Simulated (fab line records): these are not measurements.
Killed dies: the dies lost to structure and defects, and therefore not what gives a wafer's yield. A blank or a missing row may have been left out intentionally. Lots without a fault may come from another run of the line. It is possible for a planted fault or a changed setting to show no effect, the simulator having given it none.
Comparing a struck lot with a sound one	flow n5 finfet	35 steps out of a route of 1938
Sound: these wafers, L308.1, L308.3, L308.4. Struck: wafers L321.3, L321.4, L321.6. The cause is named last.
Each step with rows lists, per side, the tool, then ch with its chambers, then its first start. Under that, the readings that differ: sound wafers	struck wafers	difference of the means	sigmas: that difference in standard deviations of wafers without a fault.
alike: a reading whose means differ by less than 2 such deviations, as well as words and numbers matching on both sides. not compared: withheld readings; readings where some wafer has no value; bounds like >300 that might hide an equal value; numbers whose values overlap and for which the record gives no deviation.
A row with sigmas, a row that says differs or no value, or rows on one side alone: a step with any of these is where the two part. Numbers that have no deviation but don't overlap get no sigmas and don't part them. A reading that every wafer of one side lacks parts them only if that side has two wafers or more.

first, 10 steps without rows for these wafers: N5_BEOL_M10_TRENCH_ETCH_37 (etches SiCOH lowk in C4F6/O2, target depth 148.83 nm, time 48 s); N5_BEOL_M10_ETCH_41 (etches SiCN in CH3F/O2, target depth 42.6 nm, time 86 s); N5_BEOL_M10_STRIP_77 (strips in N2/H2, time 10 s); N5_BEOL_M10_HM_STRIP_39 (strips TiN in peroxide tin strip, target depth 25 nm, time 158 s); N5_BEOL_M10_SRD_40 (time 30 s); N5_BEOL_M10_PRECLEAN_42 (cleans in residue remover, time 60 s); N5_BEOL_M10_SRD_43 (time 30 s); N5_BEOL_M10_CURE_72 (cures SiCOH lowk, time 120 s); N5_BEOL_M10_DEGAS_44 (time 60 s); N5_BEOL_M10_PRE_CLEAN_45 (time 30 s).
N5_BEOL_M10_ALD_74: deposits TaN, target thk 2 nm, pulse time 2 s, purge time 3 s.
  sound on ald metal-04 ch 1,2,3, day 10 13:14; struck on ald metal-04 ch 0,2,3, day 14 01:24
  alike: heater power outer w, heater power w, mfc carrier sccm
then, 22 steps without rows for these wafers: N5_BEOL_M10_SURFACE_TREAT_76; N5_BEOL_M10_CVD_75 (deposits Co from CCTBA/H2, target thk 2 nm, time 138.9 s); N5_BEOL_M10_SPUTTER_48 (material Cu, target thk 12 nm, time 2 s); N5_BEOL_M10_ECD_50 (material Cu, target thk 318 nm); N5_BEOL_M10_ANNEAL_51 (time 90 s); N5_BEOL_M10_CMP_52 (polishes, stops on SiCOH lowk, t overpolish 7 s, target thk 140 nm); N5_BEOL_M10_PRE_CLEAN_55 (time 15 s); N5_BEOL_M10_DEP_56 (deposits SiCN from 3MS/NH3, target thk 15 nm, time 26.5 s); N5_BEOL_M11_ILD_DEP_00 (deposits SiCOH lowk from DEMS/porogen, target thk 308.51 nm, time 58 s); N5_BEOL_M11_CURE_71 (cures SiCOH lowk, time 240 s); N5_BEOL_M11_PECVD_70 (deposits SiO2 from TEOS/O2, target thk 20 nm, time 22.7 s); N5_BEOL_M11_HM_DEP_02 (deposits TiN, target thk 20 nm); N5_BEOL_M11_COAT_59 (time 60 s, resist thk 100 nm); N5_BEOL_M11_COAT_60 (time 60 s, resist thk 30 nm); N5_BEOL_M11_COAT_05 (resist thk 90 nm); N5_BEOL_M11_EBR_07; N5_BEOL_M11_SOFTBAKE_06 (time 60 s); N5_BEOL_M11_EXPOSE_08 (exposes mask M11); N5_BEOL_M11_PEB_09 (peb time 60 s); N5_BEOL_M11_DEVELOP_10 (develop time 30 s); N5_BEOL_M11_DESCUM_16 (chemistry O2, time 7.9 s); N5_BEOL_M11_ETCH_61 (etches SiARC in CF4, target depth 39 nm, time 65 s).
N5_BEOL_M15_RC_MEAS_101:
  sound on prober-01 ch 0, day 12 03:59; struck on prober-01 ch 0, day 15 18:27
reading	sound	struck	difference	sigmas
COMB_M10_max_site (S/m)	2e-11 2.5e-11 1.9e-11	4.5e-11 2.5e-11 4.6e-11	+1.7e-11	+3
  alike: COMB_M10, COMB_M11, COMB_M12, COMB_M12_max_site, COMB_M13, COMB_M14, COMB_M15, COMB_M5, COMB_M6, COMB_M7, COMB_M8, COMB_M9, SERP_M10, SERP_M11, SERP_M12, SERP_M13, SERP_M14, SERP_M5, SERP_M6, SERP_M7, SERP_M8, SERP_M9, SERP_M9_max_site
after that, 1 step had no rows for these wafers: N5_PASSIVATION_PROBE_49.

## WHERE THEY PART
At N5_BEOL_M15_RC_MEAS_101 and nowhere else, as far as this record goes.

WHY: what the simulator had put in
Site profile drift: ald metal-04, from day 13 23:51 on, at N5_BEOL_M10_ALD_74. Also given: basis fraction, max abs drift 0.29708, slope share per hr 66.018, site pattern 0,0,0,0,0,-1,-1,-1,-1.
